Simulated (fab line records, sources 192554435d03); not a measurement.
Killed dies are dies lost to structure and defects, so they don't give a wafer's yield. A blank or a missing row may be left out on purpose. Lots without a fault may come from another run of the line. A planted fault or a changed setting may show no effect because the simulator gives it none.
fab line records | flow n5_finfet
record lots=7 wafers=21
route steps=1938 shown FIN_CUT@160 DUMMY_GATE@222 SD_EPI_N@275 SDB@369
start_h: hours from the record's first day to the start of the lot's first wafer shown | wait_h: hours since the lot's step before | " the same as in the row above | L1.1+2: a row that stands for several wafers | - no value, or no start given | * or withheld: withheld | < > ~ a bound
route shown NAME@n: a module of which the file shows steps, and the number in the route of the first | usual: mean/standard deviation of fault-free wafers | same: alike in all rows | chamber/n: place in a boat | sites: the reading at each site | _std_site: their standard deviation | _edge_site: outer sites' mean less inner sites' | radius_mm: how far each site lies from the wafer's centre | mask NAME#n: copy n | behind: the tool/chamber that last shaped the wafer | hold: why the lot was held/for how many hours/how that ended | device: the transistor (n, p or np) that didn't switch | end of line: the same wafers' tests at the end of the route | a step without rows: its recipe alone | killed: dies lost to structure and defects at the first sort, not the wafer's yield | map: a wafer's dies, x killed, . not, _ none there
set.NAME: the setting as run; set.NAME@STEP: as run at that earlier step | model.NAME: the simulator's own value behind a step, which no gauge read
lots whose settings were changed on purpose; a table a step, a row a wafer
## steps
# step N5_FIN_CUT_EXPOSE_05
# recipe mask_id=FIN_CUT na=0.33 source_shape=annular sigma_inner=0.35 sigma_outer=0.8 polarization=unpolarized dose_mj=45.75
# columns lot.wafer tool chamber start_h wait_h mask set.dose_mj
L074.3+5 euv_scanner-02 0 27.35 - FIN_CUT#0 47.92
L074.6 " 0 " " FIN_CUT#0 45.75
L075.2+4+6 euv_scanner-02 0 33.73 - FIN_CUT#0 45.75
L077.2+3 euv_scanner-01 0 48.96 - FIN_CUT#0 45.75
L077.4 " 0 " " FIN_CUT#0 43.51
L079.1 euv_scanner-02 0 56.85 - FIN_CUT#0 45.75
L079.2+6 " 0 " " FIN_CUT#0 48.86
L085.2+5+6 euv_scanner-01 0 95.75 - FIN_CUT#0 45.75
L089.1+3 euv_scanner-01 0 118.61 - FIN_CUT#0 49.16
L089.6 " 0 " " FIN_CUT#0 45.75
L097.1 euv_scanner-01 0 164.50 - FIN_CUT#0 47.5
L097.2+4 " 0 " " FIN_CUT#0 45.75
# step N5_FIN_CUT_PEB_06
# recipe peb_temp_c=100 peb_time_s=60 resist=CAR-EUV
# step N5_FIN_CUT_DEVELOP_07
# recipe develop_time_s=30 developer=TMAH resist=CAR-EUV rinse_liquid=surfactant_rinse dry=air_spin dev_temp_c=23
# step N5_FIN_CUT_CD_MEAS_08
# recipe target_cd_nm=29.1 landing_energy_ev=500 detector=se_inlens polarity=opening
# usual cd_nm=29.13/0.26
# columns lot.wafer tool chamber start_h wait_h set.dose_mj@FIN_CUT_EXPOSE_05 cd_nm
L074.3 cd_sem-03 0 27.47 - 47.92 30.14
L074.5 " 0 " " 47.92 29.98
L074.6 " 0 " " 45.75 29.16
L075.2 cd_sem-01 0 33.86 - 45.75 29.28
L075.4 " 0 " " 45.75 29.19
L075.6 " 0 " " 45.75 28.80
L077.2 cd_sem-03 0 49.09 - 45.75 29.24
L077.3 " 0 " " 45.75 29.30
L077.4 " 0 " " 43.51 28.52
L079.1 cd_sem-01 0 56.99 - 45.75 29.43
L079.2 " 0 " " 48.86 30.71
L079.6 " 0 " " 48.86 30.37
L085.2 cd_sem-02 0 95.88 - 45.75 28.88
L085.5 " 0 " " 45.75 29.07
L085.6 " 0 " " 45.75 28.81
L089.1 cd_sem-01 0 118.74 - 49.16 30.80
L089.3 " 0 " " 49.16 30.57
L089.6 " 0 " " 45.75 29.21
L097.1 cd_sem-03 0 164.63 - 47.5 29.76
L097.2 " 0 " " 45.75 28.93
L097.4 " 0 " " 45.75 28.88
# step N5_FIN_CUT_DESCUM_13
# recipe chemistry=O2 time_s=7 source_power_w=50 bias_power_w=20 pressure_mtorr=20 rf_frequency_hz=2.712e+07 temp_c=40 resist=CAR-EUV o2_flow_sccm=225
# step N5_FIN_CUT_ETCH_30
# recipe chemistry=N2/H2 target=underlayer target_depth_a=130 mask_material=CAR-EUV time_s=10.4 ion_energy_ev=200 pressure_mtorr=30 source_w=840 bias_w=150 n2_flow_sccm=200 h2_flow_sccm=200 ends=cleared
# columns lot.wafer tool chamber start_h wait_h set.dose_mj@FIN_CUT_EXPOSE_05 model.FIN_CUT.cd_offset_nm
L074.3 rie_diel-01 1 27.62 0.0 47.92 1.2
L074.5 " 0 " " 47.92 1
L074.6 " 3 " " 45.75 0.2
L075.2+4+6 rie_diel-01 3,1,0 34.02 0.0 45.75 0
L077.2 rie_diel-01 2 49.25 0.0 45.75 -0.2
L077.3 " 3 " " 45.75 0
L077.4 " 0 " " 43.51 -1
L079.1 rie_diel-06 2 57.15 0.0 45.75 0
L079.2 " 3 " " 48.86 1.2
L079.6 " 0 " " 48.86 1.4
L085.2+6 rie_diel-05 0,3 96.03 0.0 45.75 -0.2
L085.5 " 0 " " 45.75 0
L089.1 rie_diel-06 2 118.90 0.0 49.16 1.6
L089.3 " 0 " " 49.16 1.4
L089.6 " 2 " " 45.75 0
L097.1 rie_diel-05 1 164.79 0.0 47.5 0.6
L097.2+4 " 0,3 " " 45.75 -0.2
# step N5_FIN_CUT_ETCH_20
# recipe chemistry=CF4 target=SiARC target_depth_a=260 mask_material=CAR-EUV time_s=43.3 ion_energy_ev=80 pressure_mtorr=40 source_w=545 bias_w=36 Ar_flow_sccm=100 cf4_flow_sccm=100 ends=cleared
# usual etch_rf_on_time_s=43.3/0.62
# columns lot.wafer tool chamber start_h wait_h set.spin_rpm@FIN_CUT_COAT_19 set.dose_mj@FIN_CUT_EXPOSE_05 etch_rf_on_time_s model.FIN_CUT.cd_offset_nm model.etch.depth_nm
L074.3 rie_diel-01 1 27.64 0.0 1500 47.92 43.2 1.2 20
L074.5 " 0 " " 1342 47.92 45.5 1.2 21.09
L074.6 " 3 " " 1500 45.75 42.5 0.2 19.99
L075.2 rie_diel-01 3 34.04 0.0 1363 45.75 45.3 0.4 21.11
L075.4 " 1 " " 1500 45.75 43.5 0 20.13
L075.6 " 0 " " 1363 45.75 46.2 0 21.2
L077.2 rie_diel-01 2 49.27 0.0 1442 45.75 44.0 -0.2 20.35
L077.3 " 3 " " 1500 45.75 42.7 0.2 19.95
L077.4 " 0 " " 1442 43.51 44.1 -0.8 20.42
L079.1 rie_diel-06 2 57.17 0.0 1500 45.75 43.5 0 20
L079.2 " 3 " " 1652 48.86 41.4 1 19.05
L079.6 " 0 " " 1500 48.86 42.3 1.2 20.02
L085.2 rie_diel-05 0 96.05 0.0 1500 45.75 44.1 -0.2 20.05
L085.5 " 0 " " 1500 45.75 44.1 0 20.03
L085.6 " 3 " " 1500 45.75 43.5 -0.4 20.06
L089.1 rie_diel-06 2 118.92 0.0 1500 49.16 43.9 1.6 19.98
L089.3 " 0 " " 1500 49.16 42.7 1.4 20.02
L089.6 " 2 " " 1500 45.75 43.5 0 19.94
L097.1 rie_diel-05 1 164.81 0.0 1500 47.5 43.4 0.8 20.04
L097.2 " 0 " " 1500 45.75 43.9 -0.2 20.05
L097.4 " 3 " " 1404 45.75 44.9 0.2 20.69
# step N5_FIN_CUT_ETCH_21
# recipe chemistry=N2/H2 target=SOC target_depth_a=2190 overetch_a=438 mask_material=SiARC temp_c=40 ion_energy_ev=100 bias_w=61 time_s=523.5 pressure_mtorr=30 source_w=850 n2_flow_sccm=200 h2_flow_sccm=200
# columns lot.wafer tool chamber start_h wait_h set.dose_mj@FIN_CUT_EXPOSE_05 model.FIN_CUT.cd_offset_nm
L074.3 rie_diel-01 1 27.68 0.0 47.92 1.4
L074.5 " 0 " " 47.92 0.8
L074.6 " 3 " " 45.75 0
L075.2+4 rie_diel-01 3,1 34.07 0.0 45.75 0
L075.6 " 0 " " 45.75 -0.4
L077.2 rie_diel-01 2 49.30 0.0 45.75 -0.2
L077.3 " 3 " " 45.75 0.2
L077.4 " 0 " " 43.51 -1.2
L079.1 rie_diel-06 2 57.21 0.0 45.75 0.2
L079.2 " 3 " " 48.86 1
L079.6 " 0 " " 48.86 1.4
L085.2 rie_diel-05 0 96.09 0.0 45.75 -0.2
L085.5 " 0 " " 45.75 -0.4
L085.6 " 3 " " 45.75 -0.6
L089.1 rie_diel-06 2 118.96 0.0 49.16 1.6
L089.3 " 0 " " 49.16 1.4
L089.6 " 2 " " 45.75 -0.2
L097.1 rie_diel-05 1 164.85 0.0 47.5 0.6
L097.2 " 0 " " 45.75 -0.2
L097.4 " 3 " " 45.75 -0.4
# step N5_FIN_CUT_STRIP_23
# recipe chemistry=N2/H2 temp_c=40 n2_flow_sccm=200 h2_flow_sccm=200 rf_frequency_hz=6e+07
# step N5_FIN_CUT_STRIP_31
# recipe chemistry=N2/H2 temp_c=40 n2_flow_sccm=200 h2_flow_sccm=200 rf_frequency_hz=6e+07
# step N5_FIN_CUT_PRECLEAN_35
# recipe time_s=13.3 temp_c=45 pressure_torr=125 p_hf_torr=3 p_coreactant_torr=25 chemistry=vHF
# step N5_FIN_CUT_CUT_ETCH_15
# recipe chemistry=HBr/Cl2/O2 target=Si target_depth_a=1000 bt_time_s=10 mask_material=SOC time_s=42.4 ion_energy_ev=* bias_w=* pressure_mtorr=10 icp_w=800 HBr_flow_sccm=150 Cl2_flow_sccm=80 O2_flow_sccm=12
# step N5_FIN_CUT_CUT_ETCH_28
# recipe chemistry=HBr/Cl2/O2 target=Si target_depth_a=60 mask_material=SOC time_s=2.4 ion_energy_ev=* bias_w=* pressure_mtorr=10 icp_w=800 HBr_flow_sccm=150 Cl2_flow_sccm=80 O2_flow_sccm=12
# columns lot.wafer tool chamber start_h wait_h set.dose_mj@FIN_CUT_EXPOSE_05 model.FIN_CUT.cd_offset_nm
L074.3 rie_si-02 1 28.27 0.0 47.92 1.4
L074.5 " 1 " " 47.92 1
L074.6 " 2 " " 45.75 0.2
L075.2+4 rie_si-06 2,3 34.67 0.0 45.75 -0.2
L075.6 " 3 " " 45.75 -0.6
L077.2 rie_si-06 3 49.93 0.0 45.75 -0.4
L077.3 " 1 " " 45.75 0.4
L077.4 " 3 " " 43.51 -1
L079.1 rie_si-04 2 57.80 0.0 45.75 0.6
L079.2 " 0 " " 48.86 1.4
L079.6 " 3 " " 48.86 1.6
L085.2 rie_si-04 3 96.68 0.0 45.75 0.2
L085.5 " 3 " " 45.75 0
L085.6 " 2 " " 45.75 -0.2
L089.1 rie_si-04 0 119.55 0.0 49.16 1.8
L089.3 " 2 " " 49.16 1.4
L089.6 " 3 " " 45.75 0.2
L097.1 rie_si-02 2 165.44 0.0 47.5 0.2
L097.2 " 3 " " 45.75 -0.6
L097.4 " 0 " " 45.75 -0.8
# step N5_DUMMY_GATE_COAT_34
# recipe resist=SOC temp_c=250 time_s=60 spin_rpm=1500 resist_thk_nm=60
# columns lot.wafer tool chamber start_h wait_h set.spin_rpm model.SOC_of_DUMMY_GATE_COAT_34.thk_nm
L074.3+6 litho_track-01 0 45.70 0.0 1340 63.4
L074.5 " 0 " " 1500 60
L075.2+4 litho_track-03 0 52.98 0.1 1606 57.8
L075.6 " 0 " " 1500 59.8
L077.2 litho_track-01 0 68.26 0.0 1433 62
L077.3+4 " 0 " " 1500 60.4
L079.1+2+6 litho_track-01 0 78.00 0.0 1500 60.4
L085.2 litho_track-04 0 116.96 0.1 1500 60.2
L085.5+6 " 0 " " 1500 60
L089.1 litho_track-01 0 137.39 0.0 1500 59.8
L089.3 " 0 " " 1370 62.6
L089.6 " 0 " " 1370 62.8
L097.1+4 litho_track-03 0 185.00 0.0 1500 60.4
L097.2 " 0 " " 1345 63.6
# step N5_DUMMY_GATE_COAT_28
# recipe resist=underlayer temp_c=205 time_s=60 spin_rpm=1500 resist_thk_nm=10
# columns lot.wafer tool chamber start_h wait_h set.spin_rpm model.underlayer_of_DUMMY_GATE_COAT_28.thk_nm
L074.3+5+6 litho_track-01 0 - - 1500 10
L075.2+4 litho_track-03 0 - - 1500 10
L075.6 " 0 " " 1339 10.6
L077.2+4 litho_track-01 0 - - 1500 10.2
L077.3 " 0 " " 1500 10
L079.1+2+6 litho_track-01 0 - - 1500 10
L085.2+5+6 litho_track-04 0 - - 1500 10
L089.1+3+6 litho_track-01 0 - - 1500 10
L097.1 litho_track-03 0 - - 1500 10
L097.2+4 " 0 " " 1615 9.6
# step N5_DUMMY_GATE_COAT_09
# recipe resist=CAR-EUV spin_rpm=1500 resist_thk_nm=30
# step N5_DUMMY_GATE_EBR_11
# recipe solvent=PGMEA ebr_width_mm=1.5
# step N5_DUMMY_GATE_ETCH_29
# recipe chemistry=N2/H2 target=underlayer target_depth_a=130 ion_energy_ev=200 pressure_mtorr=30 source_w=840 bias_w=150 n2_flow_sccm=200 h2_flow_sccm=200
# step N5_DUMMY_GATE_ETCH_36
# recipe chemistry=CF4 target=SiARC target_depth_a=130 pressure_mtorr=40 source_w=545 bias_w=36 Ar_flow_sccm=100 cf4_flow_sccm=100 ion_energy_ev=80
# step N5_DUMMY_GATE_ETCH_37
# recipe chemistry=N2/H2 target=SOC target_depth_a=600 overetch_a=300 temp_c=40 ion_energy_ev=200 pressure_mtorr=30 source_w=840 bias_w=150 n2_flow_sccm=200 h2_flow_sccm=200
# columns lot.wafer tool chamber start_h wait_h set.spin_rpm@DUMMY_GATE_COAT_34 model.etch.depth_nm
L074.3 rie_diel-01 3 46.35 0.0 1340 63.41
L074.5 " 1 " " 1500 59.92
L074.6 " 0 " " 1340 63.46
L075.2 rie_diel-05 1 53.52 0.0 1606 57.76
L075.4 " 3 " " 1606 57.7
L075.6 " 0 " " 1500 59.88
L077.2 rie_diel-06 2 68.93 0.0 1433 61.96
L077.3 " 0 " " 1500 60.33
L077.4 " 3 " " 1500 60.5
L079.1+6 rie_diel-05 0,3 78.71 0.0 1500 60.43
L079.2 " 2 " " 1500 60.35
L085.2 rie_diel-05 1 117.56 0.0 1500 60.13
L085.5 " 3 " " 1500 60.04
L085.6 " 2 " " 1500 60.09
L089.1 rie_diel-05 0 137.93 0.0 1500 59.87
L089.3 " 1 " " 1370 62.69
L089.6 " 2 " " 1370 62.78
L097.1 rie_diel-06 0 185.76 0.0 1500 60.4
L097.2 " 3 " " 1345 63.67
L097.4 " 2 " " 1500 60.38
# step N5_DUMMY_GATE_STRIP_38
# recipe chemistry=N2/H2 temp_c=40 n2_flow_sccm=200 h2_flow_sccm=200 rf_frequency_hz=6e+07
# step N5_DUMMY_GATE_STRIP_39
# recipe chemistry=N2/H2 temp_c=40 n2_flow_sccm=200 h2_flow_sccm=200 rf_frequency_hz=6e+07
# step N5_DUMMY_GATE_STRIP_40
# recipe chemistry=CF4 resist=SiARC power_w=300 bias_power_w=75 pressure_mtorr=50 cf4_flow_sccm=150 rf_frequency_hz=6e+07
# step N5_DUMMY_GATE_ETCH_31
# recipe chemistry=C4F6/O2 target=SiO2 mask_material=SOC target_depth_a=825 time_s=27.5 ion_energy_ev=250 pressure_mtorr=30 source_w=345 bias_w=185 Ar_flow_sccm=300 C4F6_flow_sccm=10 O2_flow_sccm=10
# columns lot.wafer tool chamber start_h wait_h set.spin_rpm@DUMMY_GATE_COAT_34 model.SOC_of_DUMMY_GATE_COAT_34.thk_nm
L074.3 rie_diel-06 0 46.81 0.1 1340 55
L074.5 " 1 " " 1500 51.6
L074.6 " 0 " " 1340 55.2
L075.2+4 rie_diel-05 3,0 53.79 0.0 1606 49.4
L075.6 " 3 " " 1500 51.6
L077.2 rie_diel-05 3 69.32 0.0 1433 53.6
L077.3 " 1 " " 1500 52
L077.4 " 3 " " 1500 52.2
L079.1+6 rie_diel-06 0 79.05 0.1 1500 52
L079.2 " 2 " " 1500 52.2
L085.2 rie_diel-01 1 117.84 0.0 1500 52
L085.5+6 " 1,0 " " 1500 51.8
L089.1 rie_diel-05 1 138.21 0.0 1500 51.6
L089.3+6 " 2,1 " " 1370 54.6
L097.1+4 rie_diel-01 3 186.20 0.2 1500 52.2
L097.2 " 2 " " 1345 55.4
# step N5_SD_EPI_N_ETCH_35
# recipe chemistry=N2/H2 target=SOC overetch_a=1080 mask_material=SiARC temp_c=40 ion_energy_ev=100 source_w=3000 bias_w=133 pressure_mtorr=20 time_s=486 n2_flow_sccm=200 h2_flow_sccm=200
# usual rf_vpp_V=241.1/1.2
# columns lot.wafer tool chamber start_h wait_h set.source_w rf_vpp_V model.SD_EPI_N.cd_nm model.SiARC_of_SD_EPI_N_COAT_33.thk_nm
L074.3 rie_diel-03 0 50.12 0.0 2855 246.2 118.8 20.2
L074.5 " 1 " " 3000 242.3 119 20
L074.6 " 2 " " 3000 240.2 119 19.8
L075.2 rie_diel-04 2 56.35 0.0 2782 245.1 118.8 20.2
L075.4 " 0 " " 2782 246.9 119.6 21
L075.6 " 2 " " 2782 245.9 119.6 20.2
L077.2 rie_diel-04 2 72.46 0.0 3000 241.9 121.2 19.6
L077.3 " 1 " " 2514 258.3 117.6 21.6
L077.4 " 0 " " 2514 255.5 118.2 21.8
L079.1 rie_diel-02 2 81.20 0.0 3000 240.8 118.8 20
L079.2 " 1 " " 3239 235.2 120 19
L079.6 " 2 " " 3239 234.8 121 19.2
L085.2 rie_diel-04 0 119.78 0.0 3000 239.3 120.6 20.2
L085.5 " 1 " " 3000 241.9 121 20
L085.6 " 2 " " 3000 242.0 120 19.6
L089.1 rie_diel-02 2 140.14 0.0 3000 241.2 121.2 20
L089.3 " 3 " " 3263 233.2 122.8 19
L089.6 " 1 " " 3000 242.0 121 19.8
L097.1 rie_diel-04 1 188.73 0.0 3000 241.8 120.2 19.8
L097.2 " 3 " " 3446 230.6 122.2 17.6
L097.4 " 2 " " 3000 240.1 120 19.4
# step N5_SD_EPI_N_STRIP_36
# recipe chemistry=N2/H2 temp_c=40 n2_flow_sccm=200 h2_flow_sccm=200 rf_frequency_hz=6e+07
# step N5_SD_EPI_N_ETCHBACK_44
# recipe chemistry=CH3F/O2 mode=anisotropic_etchback target=SiNx target_depth_a=145 stop_on=SiO2 over_etch_frac=0.3 ion_energy_ev=120 pressure_mtorr=30 source_w=395 bias_w=73 Ar_flow_sccm=150 CH3F_flow_sccm=30 O2_flow_sccm=20
# columns lot.wafer tool chamber start_h wait_h set.source_w@SD_EPI_N_ETCH_35 model.SD_EPI_N.cd_nm model.SiARC_of_SD_EPI_N_COAT_33.thk_nm
L074.3 rie_diel-03 0 50.44 0.0 2855 118.8 16.6
L074.5 " 1 " " 3000 119 16.4
L074.6 " 2 " " 3000 119 16
L075.2 rie_diel-04 2 56.67 0.0 2782 118.8 16.4
L075.4 " 0 " " 2782 119.6 17.2
L075.6 " 2 " " 2782 119.6 16.4
L077.2 rie_diel-04 2 72.79 0.0 3000 121 15.8
L077.3 " 1 " " 2514 117.8 17.8
L077.4 " 0 " " 2514 118.2 18.2
L079.1 rie_diel-02 2 81.52 0.0 3000 118.8 16.4
L079.2 " 1 " " 3239 120 15.2
L079.6 " 2 " " 3239 121 15.4
L085.2 rie_diel-04 0 120.11 0.0 3000 120.8 16.6
L085.5 " 1 " " 3000 121.2 16.2
L085.6 " 2 " " 3000 120.2 15.8
L089.1 rie_diel-02 2 140.46 0.0 3000 121.2 16.2
L089.3 " 3 " " 3263 123 15.2
L089.6 " 1 " " 3000 121 16
L097.1 rie_diel-04 1 189.05 0.0 3000 120.2 16
L097.2 " 3 " " 3446 122.2 13.8
L097.4 " 2 " " 3000 120 15.6
# step N5_SD_EPI_N_ETCH_45
# recipe chemistry=CH3F/O2 target=SiOCN target_depth_a=60 mask_material=SOC ion_energy_ev=60 bias_w=29 pressure_mtorr=15 source_w=410 Ar_flow_sccm=150 CH3F_flow_sccm=30 O2_flow_sccm=20
# columns lot.wafer tool chamber start_h wait_h set.target_depth_a model.etch.depth_nm
L074.3 rie_diel-03 0 50.54 0.1 60 6.056
L074.5 " 1 " " 60 5.854
L074.6 " 2 " " 66.99 6.588
L075.2 rie_diel-04 2 56.77 0.1 60 6.116
L075.4 " 0 " " 60 5.81
L075.6 " 2 " " 60 6.099
L077.2 rie_diel-04 2 72.89 0.1 60 6.161
L077.3 " 1 " " 60 6.041
L077.4 " 0 " " 60 5.919
L079.1 rie_diel-02 2 81.62 0.1 60 5.867
L079.2 " 1 " " 60 5.936
L079.6 " 2 " " 60 5.811
L085.2 rie_diel-04 0 120.21 0.1 60 5.848
L085.5 " 1 " " 60 6.071
L085.6 " 2 " " 60 6.129
L089.1 rie_diel-02 2 140.56 0.1 60 5.983
L089.3 " 3 " " 66.92 6.619
L089.6 " 1 " " 66.92 6.653
L097.1 rie_diel-04 1 189.15 0.1 65.06 6.504
L097.2 " 3 " " 65.06 6.554
L097.4 " 2 " " 60 6.062
# step N5_SDB_CUT_ETCH_26
# recipe chemistry=HBr/Cl2/O2 target=Si target_depth_a=1296 bt_time_s=20 mask_material=SiNx time_s=51.8 ion_energy_ev=* bias_w=* pressure_mtorr=10 icp_w=800 HBr_flow_sccm=150 Cl2_flow_sccm=80 O2_flow_sccm=12
# columns lot.wafer tool chamber start_h wait_h set.icp_w model.SDB.feature_depth_nm model.etch.depth_nm
L074.3 rie_si-03 2 67.38 0.1 800 130.2 130.3
L074.5 " 3 " " 800 129 128.9
L074.6 " 2 " " 800 129.6 129.6
L075.2 rie_si-05 0 74.94 0.1 800 131.2 131.3
L075.4 " 2 " " 800 130.2 130.3
L075.6 " 2 " " 800 129.8 129.7
L077.2 rie_si-01 0 89.13 0.1 703.3 126.2 126.1
L077.3 " 2 " " 800 130.6 130.6
L077.4 " 1 " " 703.3 125.2 125.2
L079.1 rie_si-01 3 99.55 0.1 800 129.4 129.4
L079.2 " 0 " " 800 131.6 131.5
L079.6 " 1 " " 910 140.6 140.7
L085.2 rie_si-03 0 137.58 0.1 800 130.2 130.3
L085.5 " 1 " " 800 130.4 130.3
L085.6 " 2 " " 800 130.4 130.4
L089.1 rie_si-03 2 159.16 0.1 707.8 121.8 121.8
L089.3 " 1 " " 707.8 119.8 119.8
L089.6 " 3 " " 800 128.2 128.3
L097.1 rie_si-03 1 210.76 0.1 928.7 138.8 138.7
L097.2 " 3 " " 928.7 138 138.1
L097.4 " 2 " " 800 130.6 130.7
## key
split step=N5_FIN_CUT_EXPOSE_05 setting=dose_mj stated=45.75 by=wafer
response step=N5_FIN_CUT_CD_MEAS_08 reading=cd_nm change=+0.183 per=1% r=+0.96
response step=N5_FIN_CUT_ETCH_30 reading=model.FIN_CUT.cd_offset_nm change=+0.195 per=1% r=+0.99
response step=N5_FIN_CUT_ETCH_20 reading=model.FIN_CUT.cd_offset_nm change=+0.187 per=1% r=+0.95
response step=N5_FIN_CUT_ETCH_21 reading=model.FIN_CUT.cd_offset_nm change=+0.209 per=1% r=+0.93
response step=N5_FIN_CUT_CUT_ETCH_28 reading=model.FIN_CUT.cd_offset_nm change=+0.182 per=1% r=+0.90
split step=N5_DUMMY_GATE_COAT_34 setting=spin_rpm stated=1500 by=wafer
response step=N5_DUMMY_GATE_COAT_34 reading=model.SOC_of_DUMMY_GATE_COAT_34.thk_nm change=-0.317 per=1% r=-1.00
response step=N5_DUMMY_GATE_ETCH_37 reading=model.etch.depth_nm change=-0.324 per=1% r=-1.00
response step=N5_DUMMY_GATE_ETCH_31 reading=model.SOC_of_DUMMY_GATE_COAT_34.thk_nm change=-0.325 per=1% r=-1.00
split step=N5_DUMMY_GATE_COAT_28 setting=spin_rpm stated=1500 by=wafer
response step=N5_DUMMY_GATE_COAT_28 reading=model.underlayer_of_DUMMY_GATE_COAT_28.thk_nm change=-0.0546 per=1% r=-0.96
split step=N5_SD_EPI_N_ETCH_35 setting=source_w stated=3000 by=wafer
response step=N5_SD_EPI_N_ETCH_35 reading=rf_vpp_V change=-0.836 per=1% r=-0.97
response step=N5_SD_EPI_N_ETCH_35 reading=model.SD_EPI_N.cd_nm change=+0.176 per=1% r=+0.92
response step=N5_SD_EPI_N_ETCH_35 reading=model.SiARC_of_SD_EPI_N_COAT_33.thk_nm change=-0.124 per=1% r=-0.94
response step=N5_SD_EPI_N_ETCHBACK_44 reading=model.SD_EPI_N.cd_nm change=+0.172 per=1% r=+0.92
response step=N5_SD_EPI_N_ETCHBACK_44 reading=model.SiARC_of_SD_EPI_N_COAT_33.thk_nm change=-0.13 per=1% r=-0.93
split step=N5_SD_EPI_N_ETCH_45 setting=target_depth_a stated=60 by=wafer
response step=N5_SD_EPI_N_ETCH_45 reading=model.etch.depth_nm change=+0.0555 per=1% r=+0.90
split step=N5_SDB_CUT_ETCH_26 setting=icp_w stated=800 by=wafer
response step=N5_SDB_CUT_ETCH_26 reading=model.SDB.feature_depth_nm change=+0.563 per=1% r=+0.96
response step=N5_SDB_CUT_ETCH_26 reading=model.etch.depth_nm change=+0.565 per=1% r=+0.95
split outside_this_file step=N5_FIN_CUT_COAT_19 setting=spin_rpm
# split outside_this_file: this setting was split too, and the file shows its column; the key of that split is in another file
